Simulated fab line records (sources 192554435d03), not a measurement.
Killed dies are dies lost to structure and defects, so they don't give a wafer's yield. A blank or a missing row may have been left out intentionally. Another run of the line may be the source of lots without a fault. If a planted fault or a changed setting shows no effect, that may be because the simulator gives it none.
8D (eight disciplines) problem report, filled in by code / flow n5 finfet / the parts of the form that need people (team, actions taken, sign-off) are left out

== 1. THE PROBLEM ==
M12_ILD_THK at N5_BEOL_M12_THK_MEAS_01 reads a mean of 1010 nm on 3 wafers of 2 lots; wafers without a fault read 659 nm with a standard deviation of 8.3. Measured from the usual mean, that is +42 standard deviations.
First seen on wafer L880.3, day 15 10:14, on film metro-02. The record has a number at this step for 27 wafers belonging to 9 lots. The rule behind "out" and "out of limits": a value lying over 4 standard deviations away from the usual mean. The rest of the wafers with a number are treated as sound.

== 2. WHAT IT IS AND WHAT IT IS NOT ==
question=which readings at this step | is=M12_ILD_THK | is not=-
question=which lots | is=L880, L882 | is not=L866, L867, L872, L874, L875, L886, L887
question=which wafers of those lots | is=L880.3, L882.2, L882.3 | is not=L880.4, L880.5, L882.1
question=read on which gauges | is=film metro-02 | is not=film metro-01
question=when | is=from day 15 10:14 | is not=up to then (17 sound wafers); but 7 sound wafers of L882, L886, L887 came after

== 3. WHAT RULES OUT EACH SUSPECT ==
Counting: if a tool at a process step up to the reading ran every lot that is out, it stays a suspect. Sound lots after the first of them don't rule it out here, since some wafers of a struck lot are sound.
- the gauge at N5_BEOL_M12_THK_MEAS_01 has been ruled out. All the wafers that are out were read on film metro-02, but those of them that N5_BEOL_M12_ILD_DEP_00 has rows for are out there too, on other tools.
- pecvd-03 at N5_BEOL_M12_ILD_DEP_00 (deposits SiOC from DEMS/O2, target thk 658.92 nm, time 130.7 s): kept. It processed each lot that is out (first: L880, day 15 10:06); up to then, its last sound lot is L874 (day 14 04:10). Its own run length s readings are out on those wafers.
After counting, what remains is pecvd-03 at N5_BEOL_M12_ILD_DEP_00.

== 4. THE CAUSE (what the simulator had put in) ==
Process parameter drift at N5_BEOL_M12_ILD_DEP_00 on pecvd-03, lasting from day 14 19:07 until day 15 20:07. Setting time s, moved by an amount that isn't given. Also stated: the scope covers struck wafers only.
After counting, this tool was the only one left.

== 5. THE EFFECT CHAIN, in route order ==
Each row: a reading where the mean over the struck wafers with a number is more than 3 standard deviations away from the usual. Readings are gone through only where the record gives a usual standard deviation; hours: the median, over the lots, of the time from a lot's start at the first step in this table giving one to that lot's start at this step; sigmas: the change measured in usual standard deviations.
hours=0; step=N5_BEOL_M12_ILD_DEP_00; reading=run length s; usual=175.7 s; on struck wafers=245.0; change=+69.3; sigmas=+99 or more
hours=0; step=N5_BEOL_M12_THK_MEAS_01; reading=M12_ILD_THK; usual=659 nm; on struck wafers=1010; change=+351; sigmas=+42
hours=1; step=N5_BEOL_M12_STRIP_63; reading=oes product au; usual=0.694 a.u.; on struck wafers=0.550; change=-0.144; sigmas=-36
hours=1; step=N5_BEOL_M12_STRIP_63; reading=strip time to endpoint s; usual=42.9 s; on struck wafers=11.2; change=-31.7; sigmas=-36
It contains these process steps:
- N5_BEOL_M12_ILD_DEP_00: deposits SiOC from DEMS/O2, target thk 658.92 nm, time 130.7 s.
- N5_BEOL_M12_STRIP_63: strips in N2/H2.

== 6. HOW IT WOULD HAVE BEEN CAUGHT EARLIER ==
In this record the first reading out of limits at a measuring or inspecting step was taken at day 15 10:14, 15 hours after the fault began at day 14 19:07.
At N5_BEOL_M12_ILD_DEP_00, the tool's own readings (run length s) were out on each struck wafer the step has a row for, so an alarm limit on them would have fired on the first such wafer.
Among the 2 lots that are out, L882 began N5_BEOL_M12_ILD_DEP_00 on pecvd-03 after day 15 10:14. Putting the tool on hold at that point would have spared it.
